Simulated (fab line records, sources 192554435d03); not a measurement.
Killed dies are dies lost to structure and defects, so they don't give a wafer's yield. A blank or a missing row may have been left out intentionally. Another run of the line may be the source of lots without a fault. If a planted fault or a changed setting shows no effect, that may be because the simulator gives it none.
Split-lot study + flow n5 finfet + on a route of 1938 steps: 7 lots, 21 wafers read

SPLIT DETAILS
At N5_PASSIVATION_PASS_ETCH_47 (etches SiNx in CF4/O2, target depth 770 nm, time 385 s), the setting time s was moved away from the recipe's 385 s on 6 of the 21 wafers read, by -17.6% to -10.5%. All remaining wafers had this setting at the recipe value.

The split's own step is where the reading is taken.

THE READING
etch.depth nm (the simulator's own value, which no gauge read), in nm, at N5_PASSIVATION_PASS_ETCH_47 (etches SiNx in CF4/O2, target depth 770 nm, time 385 s). The file does not state a usual value for it. Here, 15 wafers ran the recipe; their average is 773.0 nm with a standard deviation of 17 nm.

| wafer  | tool, chamber at the split | time s as run, s | against the recipe | etch.depth nm, nm | against lot-mates on the recipe |
|--------|----------------------------|------------------|--------------------|-------------------|---------------------------------|
| L074.3 | rie diel-04, 0             | 385              | recipe             | 765.1             | -                               |
| L074.4 | rie diel-04, 2             | 317.1            | -17.6%             | 635.3             | -115.6                          |
| L074.6 | rie diel-04, 3             | 385              | recipe             | 736.7             | -                               |
| L083.2 | rie diel-03, 1             | 385              | recipe             | 785.8             | -                               |
| L083.3 | rie diel-03, 0             | 385              | recipe             | 752.9             | -                               |
| L083.6 | rie diel-03, 0             | 385              | recipe             | 750.2             | -                               |
| L084.1 | rie diel-01, 0             | 385              | recipe             | 804.8             | -                               |
| L084.2 | rie diel-01, 3             | 385              | recipe             | 770.3             | -                               |
| L084.5 | rie diel-01, 2             | 385              | recipe             | 769.5             | -                               |
| L085.1 | rie diel-03, 3             | 385              | recipe             | 798.4             | -                               |
| L085.2 | rie diel-03, 1             | 385              | recipe             | 783.8             | -                               |
| L085.6 | rie diel-03, 2             | 385              | recipe             | 768.7             | -                               |
| L089.1 | rie diel-04, 1             | 385              | recipe             | 777.5             | -                               |
| L089.2 | rie diel-04, 2             | 385              | recipe             | 768.3             | -                               |
| L089.4 | rie diel-04, 0             | 385              | recipe             | 774.6             | -                               |
| L092.2 | rie diel-01, 0             | 344.7            | -10.5%             | 714.9             | -72.8                           |
| L092.4 | rie diel-01, 3             | 344.7            | -10.5%             | 693.7             | -94.0                           |
| L092.6 | rie diel-01, 1             | 385              | recipe             | 787.7             | -                               |
| L096.2 | rie diel-03, 2             | 320.4            | -16.8%             | 652.1             | no lot-mate on the recipe       |
| L096.4 | rie diel-03, 0             | 320.4            | -16.8%             | 634.7             | no lot-mate on the recipe       |
| L096.5 | rie diel-03, 1             | 320.4            | -16.8%             | 664.7             | no lot-mate on the recipe       |

THE FIT
A straight line over all 21 wafers: etch.depth nm changes by +7.32 nm for each +1% of time s; r = +0.95; the points scatter about the line by 17 nm.
The same after taking each lot's own level away (the mean of its wafers on the recipe; 18 wafers): +7.1 nm for each +1%; r = +0.94; scatter 14 nm.
According to that fit, moving time s by its largest amount changes the reading by 1.3e+02 nm.
The span of the lots' own levels, 750.90 to 787.70 nm, comes to 2.1 times the standard deviation stated above.
The two slopes agree, so the slope changes little with the lot-to-lot level.
Check: with one of the wafers moved furthest among these (-17.6%) left out of the fit, the line predicts -141 nm for it against its lot-mates. Against them it came out at -116 nm.

OTHER SPLITS APPLIED TO THESE WAFERS
Other splits were also applied to these wafers ahead of the reading. Each is held against what the fit with the lots' levels taken away leaves over:
| other split on the same wafers   | wafers away from the commonest value | r with etch.depth nm (lot level and that fit taken away) |
|----------------------------------|--------------------------------------|----------------------------------------------------------|
| N5_PASSIVATION_EXPOSE_07 dose mj | 5                                    | -0.17                                                    |

FILE'S OWN FIT
etch.depth nm changes by +6.92 nm for each +1% of time s, r = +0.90.
